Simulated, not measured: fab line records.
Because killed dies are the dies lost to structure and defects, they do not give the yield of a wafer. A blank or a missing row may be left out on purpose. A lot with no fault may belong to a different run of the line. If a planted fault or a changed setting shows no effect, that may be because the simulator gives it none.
Which tool is to blame? :: flow n5-finfet :: 12 lots, 36 wafers sampled, at 2 steps of a route of 1938

== WHAT THE GAUGES READ, wafer by wafer ==
N5_BEOL_M7_OVL_MEAS_12.
lot: L076
measured: day 9 09:26
on: overlay-02
M7_OVL (nm): -0.6 0.3 -0.2

lot: L077
measured: day 9 21:27
on: overlay-02
M7_OVL (nm): 0.1 -0.5 0.1

lot: L079
measured: day 10 11:47
on: overlay-02
M7_OVL (nm): -0.7 -0.1 0.4

lot: L081
measured: day 11 02:34
on: overlay-02
M7_OVL (nm): -0.1 -0.2 -0.3

lot: L082
measured: day 11 14:02
on: overlay-01
M7_OVL (nm): 0.6 1.1 0.5

lot: L085
measured: day 12 11:19
on: overlay-02
M7_OVL (nm): 0.4 -0.2 0.2

lot: L086
measured: day 12 15:31
on: overlay-01
M7_OVL (nm): 0.6 0.9 0.3

lot: L091
measured: day 12 18:27
on: overlay-02
M7_OVL (nm): 0.7 1.5 0.3

lot: L089
measured: day 12 23:52
on: overlay-02
M7_OVL (nm): -0.8 1.0 1.1

lot: L093
measured: day 14 00:40
on: overlay-02
M7_OVL (nm): 0.6 0.5 0.6

lot: L095
measured: day 14 04:28
on: overlay-01
M7_OVL (nm): 0.4 1.0 1.7

lot: L096
measured: day 15 00:20
on: overlay-01
M7_OVL (nm): 0.4 0.6 0.5

== WHICH TOOL RAN EACH LOT (tool, then ch and the chambers of the sampled wafers, then the start) ==
lot: L076
N5_BEOL_M6_SURFACE_TREAT_79: pvd-sputter-02, day 9 04:47

lot: L077
N5_BEOL_M6_SURFACE_TREAT_79: pvd-sputter-03, day 9 17:10

lot: L079
N5_BEOL_M6_SURFACE_TREAT_79: pvd-sputter-02, day 10 07:47

lot: L081
N5_BEOL_M6_SURFACE_TREAT_79: pvd-sputter-03, day 10 22:25

lot: L082
N5_BEOL_M6_SURFACE_TREAT_79: pvd-sputter-01, day 11 10:01

lot: L085
N5_BEOL_M6_SURFACE_TREAT_79: pvd-sputter-01, day 12 06:29

lot: L086
N5_BEOL_M6_SURFACE_TREAT_79: pvd-sputter-03, day 12 12:08

lot: L091
N5_BEOL_M6_SURFACE_TREAT_79: pvd-sputter-02, day 12 14:59

lot: L089
N5_BEOL_M6_SURFACE_TREAT_79: pvd-sputter-02, day 12 19:17

lot: L093
N5_BEOL_M6_SURFACE_TREAT_79: pvd-sputter-01, day 13 20:50

lot: L095
N5_BEOL_M6_SURFACE_TREAT_79: pvd-sputter-03, day 13 23:57

lot: L096
N5_BEOL_M6_SURFACE_TREAT_79: pvd-sputter-03, day 14 20:22
- N5_BEOL_M6_SURFACE_TREAT_79

== THE ANSWER, worked out from the rows above alone ==
Rule: usual is defined by the lots themselves. Put in order of their means at a reading, lots are off if they are a third of the lots or fewer, leave a main group of 4 or more, and stand apart from it by a gap of 3 or more times the standard deviation of the main group's means; of several such gaps the widest counts. Not used: any main group whose means are identical at the precision the tables above print for the reading. A lot without any number at a reading at which 4 lots or more have one is off too. The other lots that the step has rows for count as sound.
Nothing can be told from this: no lot is off at any reading shown.

== WHAT THE SIMULATOR HAD PUT IN ==
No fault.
